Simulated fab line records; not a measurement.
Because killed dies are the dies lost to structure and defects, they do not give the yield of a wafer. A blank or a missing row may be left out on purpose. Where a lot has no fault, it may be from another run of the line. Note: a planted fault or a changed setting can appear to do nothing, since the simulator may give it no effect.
Chamber matching    flow n5_finfet    N5_BEOL_M2_ETCH_77 on rie_diel-05 has 4 sister chambers
The step etches underlayer in N2/H2, target depth 6.5 nm, time 5.2 s. 16 wafers are shown with their chamber, then 8 later ones without.

EACH WAFER AND ITS CHAMBER
wafer   chamber  showerhead_plenum_p_Torr (Torr)  throttle_valve_pct (%)  drypump_motor_current_A (A)
L075.1  1        2.48                             17.54                   6.1
L075.2  2        2.64                             17.99                   5.6
L075.6  0        2.58                             17.71                   5.4
L074.1  2        2.64                             17.98                   5.6
L074.4  1        2.48                             17.55                   6.1
L074.6  0        2.58                             17.67                   5.4
L078.2  0        2.58                             17.71                   5.3
L078.3  2        2.64                             18.03                   5.6
L078.6  1        2.48                             17.56                   6.2
L077.4  0        2.58                             17.67                   5.4
L077.5  1        2.48                             17.54                   6.1
L077.6  2        2.64                             18.01                   5.6
L084.1  0        2.57                             17.72                   5.4
L084.3  2        2.63                             18.05                   5.7
L084.4  3        2.48                             17.35                   5.5
L085.1  1        2.47                             17.62                   6.2

SIGNATURES, as means of the wafers listed above
reading                   chamber 0  chamber 1  chamber 2  chamber 3  scatter within a chamber
showerhead_plenum_p_Torr  2.5780     2.4780     2.6380     2.4800     0.00447
throttle_valve_pct        17.6960    17.5620    18.0120    17.3500    0.029
drypump_motor_current_A   5.380      6.140      5.620      5.500      0.0483
Rule: a wafer lies at a distance from a chamber equal to the root of the sum of squares, over the readings, of (its reading less the chamber's mean, divided by the reading's scatter). The wafer belongs to the nearest chamber; if the next one is less than 2 further off, it can't be placed. The scatter: the root of (the sum of the squares of (reading less its chamber's mean) over the shown wafers, divided by (wafers less chambers)).

WAFERS MISSING THEIR CHAMBER
wafer   showerhead_plenum_p_Torr (Torr)  throttle_valve_pct (%)  drypump_motor_current_A (A)
L085.4  2.48                             17.39                   5.5
L085.6  2.63                             18.06                   5.6
L092.1  2.47                             17.61                   6.2
L092.2  2.48                             17.39                   5.6
L092.4  2.57                             17.75                   5.4
L096.2  2.47                             17.64                   6.2
L096.5  2.63                             18.06                   5.6
L096.6  2.47                             17.40                   5.5

THE CHAMBER EACH PASSED THROUGH
wafer   from the rows above  in truth
L085.4  3                    3
L085.6  2                    2
L092.1  1                    1
L092.2  3                    3
L092.4  0                    0
L096.2  1                    1
L096.5  2                    2
L096.6  3                    3
Correct placement for 8 of the 8. Number that these rows cannot place: 0. Number placed wrongly: 0.
